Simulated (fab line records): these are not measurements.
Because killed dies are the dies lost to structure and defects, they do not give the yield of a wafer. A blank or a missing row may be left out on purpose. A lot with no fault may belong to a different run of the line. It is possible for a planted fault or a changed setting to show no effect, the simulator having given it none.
Matching of chambers    flow nand_harc    4 sister chambers for NHARC_A_BLC_DESCUM_15 on rie_diel-04
The step chemistry O2, time 3 s. 18 wafers are shown with their chamber, then 9 later ones without.

## EACH WAFER AND ITS CHAMBER
wafer   chamber  showerhead_plenum_p_Torr (Torr)  oes_product_au (a.u.)  o2_flow_sccm (sccm)
L078.2  2        2.06                             0.995                  200.4
L078.5  2        2.06                             1.001                  200.9
L078.6  3        1.88                             1.021                  200.4
L079.1  3        1.88                             1.016                  200.1
L079.2  1        2.03                             1.004                  200.2
L079.6  1        2.03                             1.002                  201.1
L084.2  2        2.05                             1.004                  199.3
L084.4  1        2.03                             1.006                  200.0
L084.6  3        1.88                             1.011                  199.9
L085.3  1        2.03                             1.005                  200.7
L085.4  3        1.88                             1.015                  201.0
L085.5  0        2.04                             1.008                  199.1
L091.2  3        1.88                             1.018                  199.6
L091.3  0        2.04                             1.009                  199.7
L091.4  2        2.05                             1.000                  200.4
L087.2  3        1.88                             1.009                  200.9
L087.3  2        2.05                             1.001                  199.8
L087.5  1        2.02                             1.005                  200.0

SIGNATURES (averages over the wafers above)
reading                   chamber 0  chamber 1  chamber 2  chamber 3  scatter within a chamber
showerhead_plenum_p_Torr  2.0400     2.0280     2.0540     1.8800     0.00378
oes_product_au            1.00850    1.00440    1.00020    1.01500    0.00328
o2_flow_sccm              199.400    200.400    200.160    200.317    0.548
Rule: for each reading, subtract the chamber's mean from the wafer's reading, divide by that reading's scatter and square the result; add these up over the readings and take the root, which gives the wafer's distance from the chamber. The wafer belongs to the nearest chamber; if the next one is less than 2 further off, it can't be placed. How the scatter is found: for the shown wafers, subtract from each reading the mean of its chamber, square and add these, divide the total by (wafers less chambers), then take the root.

## WAFERS WHOSE CHAMBER IS MISSING
wafer   showerhead_plenum_p_Torr (Torr)  oes_product_au (a.u.)  o2_flow_sccm (sccm)
L094.1  1.88                             1.000                  199.5
L094.2  2.04                             1.004                  199.4
L094.3  2.05                             0.993                  200.2
L093.3  1.88                             1.014                  199.5
L093.4  2.04                             1.015                  200.0
L093.6  2.05                             1.010                  201.2
L086.1  2.04                             1.011                  201.2
L086.2  2.05                             1.002                  199.9
L086.6  1.88                             1.008                  200.2

## WHICH CHAMBER EACH WENT THROUGH
wafer   from the rows above           in truth
L094.1  3                             3
L094.2  0                             0
L094.3  2                             2
L093.3  3                             3
L093.4  0                             0
L093.6  can't be placed: 2 or 0       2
L086.1  can't be placed: 0 or 1 or 2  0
L086.2  2                             2
L086.6  3                             3
Correct placement for 7 of the 9. Not placeable from these rows: 2 (in 2, the candidates include the true chamber). Wrongly placed: 0.
